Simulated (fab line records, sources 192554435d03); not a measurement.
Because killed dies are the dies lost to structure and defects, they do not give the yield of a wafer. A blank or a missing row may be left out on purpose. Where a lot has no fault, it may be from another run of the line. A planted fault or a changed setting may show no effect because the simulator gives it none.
Which tool was responsible? + flow n5 finfet + Sampling: 11 lots, 32 wafers, 2 of 1938 route steps

WHAT EACH GAUGE READ, for each wafer
N5_BEOL_M15_OVL_MEAS_11.
| lot  | measured     | on         | V14_OVL (nm) |
|------|--------------|------------|--------------|
| L212 | day 10 12:12 | overlay-02 | 5 1 6        |
| L214 | day 11 13:53 | overlay-02 | 5 3 5        |
| L216 | day 12 03:51 | overlay-01 | -1 1 6       |
| L217 | day 12 14:30 | overlay-02 | 11 14 8      |
| L219 | day 12 14:46 | overlay-01 | 13 11 5      |
| L224 | day 14 16:38 | overlay-02 | 4 4 1        |
| L232 | day 15 23:31 | overlay-02 | -6 -4 5      |
| L229 | day 16 07:13 | overlay-02 | 13 14 12     |
| L233 | day 16 20:13 | overlay-01 | 5 10         |
| L234 | day 17 08:28 | overlay-01 | 0 4 8        |
| L235 | day 17 08:58 | overlay-01 | 8 10 4       |

WHICH TOOL RAN EACH LOT (tool, then ch and the chambers of the sampled wafers, then the start)
| lot  | N5_BEOL_M14_DEP_53              |
|------|---------------------------------|
| L212 | pecvd-04 ch 0,1,2, day 10 11:30 |
| L214 | pecvd-03 ch 0,1,2, day 11 13:02 |
| L216 | pecvd-04 ch 1,2, day 12 03:01   |
| L217 | pecvd-04 ch 1,2, day 12 13:38   |
| L219 | pecvd-03 ch 0,1, day 12 13:56   |
| L224 | pecvd-03 ch 1,2, day 14 15:56   |
| L232 | pecvd-04 ch 1,2, day 15 22:41   |
| L229 | pecvd-04 ch 1,2, day 16 06:31   |
| L233 | pecvd-03 ch 0, day 16 19:30     |
| L234 | pecvd-01 ch 0,1,2, day 17 07:46 |
| L235 | pecvd-01 ch 0,2, day 17 08:15   |
- N5_BEOL_M14_DEP_53: deposits SiCN from 3MS/NH3, target thk 50 nm, time 17.8 s.

THE ANSWER, worked out from the rows above alone
Rule: the usual values come from the lots themselves. The widest of any qualifying gaps counts: lots, ordered by their means at a reading, are off when they make up no more than a third of the lots, leave a main group of 4 or more, and stand apart from it by 3 or more times the standard deviation of that group's means. The tables above print the reading to a certain number of digits; a main group whose means all agree to those digits is not used. Also off: a lot with no number at a reading for which 4 or more lots have one. The other lots that the step has rows for count as sound.
No lot is off at any reading shown: from this, nothing can be told.

WHAT HAD BEEN PUT IN BY THE SIMULATOR
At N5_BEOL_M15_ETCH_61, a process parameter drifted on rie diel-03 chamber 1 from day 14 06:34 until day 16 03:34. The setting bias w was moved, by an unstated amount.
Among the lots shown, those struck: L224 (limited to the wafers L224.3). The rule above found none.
